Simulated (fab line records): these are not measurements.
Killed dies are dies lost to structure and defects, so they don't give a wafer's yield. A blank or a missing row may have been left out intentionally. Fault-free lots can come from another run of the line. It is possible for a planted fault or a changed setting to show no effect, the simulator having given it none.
Split-lot study + flow n5 finfet + on a route of 1938 steps: 7 lots, 21 wafers read

SPLIT DETAILS
At N5_PMOS_HMC_CHANNEL_EPI_EXPOSE_06 (exposes mask PMOS HMC BLK, target cd 240 nm), the setting dose mj was moved away from the recipe's 41 on 8 of the 21 wafers read, by -6.7% to +7.1%. For the rest of the wafers, this setting stayed at what the recipe calls for.

FROM THE SPLIT TO THE READING: what the file shows between them, 2 steps
- N5_PMOS_HMC_CHANNEL_EPI_PEB_07: peb time 60 s
- N5_PMOS_HMC_CHANNEL_EPI_DEVELOP_08: develop time 30 s

THE READING
Shown in nm: cd nm at N5_PMOS_HMC_CHANNEL_EPI_CD_MEAS_09, with target cd 237.4 nm. Typical for fault-free wafers on this fab line: 237.9 nm, with standard deviation 1.2 nm.

| wafer  | tool, chamber at the split | dose mj as run | against the recipe | cd nm, nm | against lot-mates on the recipe |
|--------|----------------------------|----------------|--------------------|-----------|---------------------------------|
| L074.3 | arfi scanner-03, 0         | 41             | recipe             | 236.6     | -                               |
| L074.4 | arfi scanner-03, 0         | 41             | recipe             | 236.9     | -                               |
| L074.6 | arfi scanner-03, 0         | 41             | recipe             | 239.0     | -                               |
| L076.1 | arfi scanner-02, 0         | 41             | recipe             | 235.1     | -                               |
| L076.3 | arfi scanner-02, 0         | 41             | recipe             | 237.4     | -                               |
| L076.4 | arfi scanner-02, 0         | 38.27          | -6.7%              | 231.0     | -5.2                            |
| L085.1 | arfi scanner-03, 0         | 42.37          | +3.3%              | 240.6     | +3.2                            |
| L085.2 | arfi scanner-03, 0         | 41             | recipe             | 237.4     | -                               |
| L085.6 | arfi scanner-03, 0         | 42.37          | +3.3%              | 242.6     | +5.2                            |
| L086.1 | arfi scanner-01, 0         | 41             | recipe             | 235.6     | -                               |
| L086.4 | arfi scanner-01, 0         | 41             | recipe             | 236.8     | -                               |
| L086.6 | arfi scanner-01, 0         | 43.93          | +7.1%              | 242.7     | +6.5                            |
| L089.1 | arfi scanner-02, 0         | 39.33          | -4.1%              | 234.4     | -5.8                            |
| L089.4 | arfi scanner-02, 0         | 41             | recipe             | 240.2     | -                               |
| L089.6 | arfi scanner-02, 0         | 39.33          | -4.1%              | 233.3     | -6.9                            |
| L090.1 | arfi scanner-03, 0         | 41             | recipe             | 237.9     | -                               |
| L090.3 | arfi scanner-03, 0         | 41             | recipe             | 236.1     | -                               |
| L090.6 | arfi scanner-03, 0         | 41             | recipe             | 237.7     | -                               |
| L093.4 | arfi scanner-01, 0         | 38.4           | -6.3%              | 233.1     | -4.6                            |
| L093.5 | arfi scanner-01, 0         | 38.4           | -6.3%              | 233.5     | -4.2                            |
| L093.6 | arfi scanner-01, 0         | 41             | recipe             | 237.7     | -                               |

FIT RESULTS
A straight line over all 21 wafers: cd nm changes by +0.823 nm for each +1% of dose mj; r = +0.91; the points scatter about the line by 1.3 nm.
The same after taking each lot's own level away (the mean of its wafers on the recipe; 21 wafers): +0.941 nm for each +1%; r = +0.93; scatter 1.3 nm.
Per that fit: largest dose mj move, reading shift of 6.7 nm.
The lots' own levels span 236.20 to 240.20 nm, that is 3.3 times the standard deviation above.
Hence the slope depends on the lot-to-lot level, as the two fits are not the same.
Check: +6.9 nm against its lot-mates is what the line predicts for one of the wafers moved furthest among these (+7.1%) when that wafer is left out of the fit. It came out at +6.5 nm against them.

THE WHOLE CHAIN: every reading that the file lists as answering this split, in the file's order
| step                               | what it does                                                           | reading                                                                     | change (the file's fit)               | r (the file's) |
|------------------------------------|------------------------------------------------------------------------|-----------------------------------------------------------------------------|---------------------------------------|----------------|
| N5_PMOS_HMC_CHANNEL_EPI_CD_MEAS_09 | target cd 237.4 nm                                                     | cd nm                                                                       | +0.913 nm for each +1% of the setting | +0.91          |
| N5_PMOS_HMC_CHANNEL_EPI_DESCUM_14  | chemistry O2, time 7.9 s                                               | PMOS_HMC_CHANNEL_EPI.cd nm (the simulator's own value, which no gauge read) | +0.9 nm for each +1% of the setting   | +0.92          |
| N5_PMOS_HMC_CHANNEL_EPI_ETCH_32    | etches BARC in N2/H2, stops on SiO2, target depth 85.8 nm, time 50.3 s | PMOS_HMC_CHANNEL_EPI.cd nm (the simulator's own value, which no gauge read) | +0.816 nm for each +1% of the setting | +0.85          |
| N5_PMOS_HMC_CHANNEL_EPI_ETCH_38    | etches SiO2 in CF4, target depth 1.5 nm                                | PMOS_HMC_CHANNEL_EPI.cd nm (the simulator's own value, which no gauge read) | +0.815 nm for each +1% of the setting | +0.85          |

THE FILE'S OWN FIT
cd nm changes by +0.913 nm for each +1% of dose mj, r = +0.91.
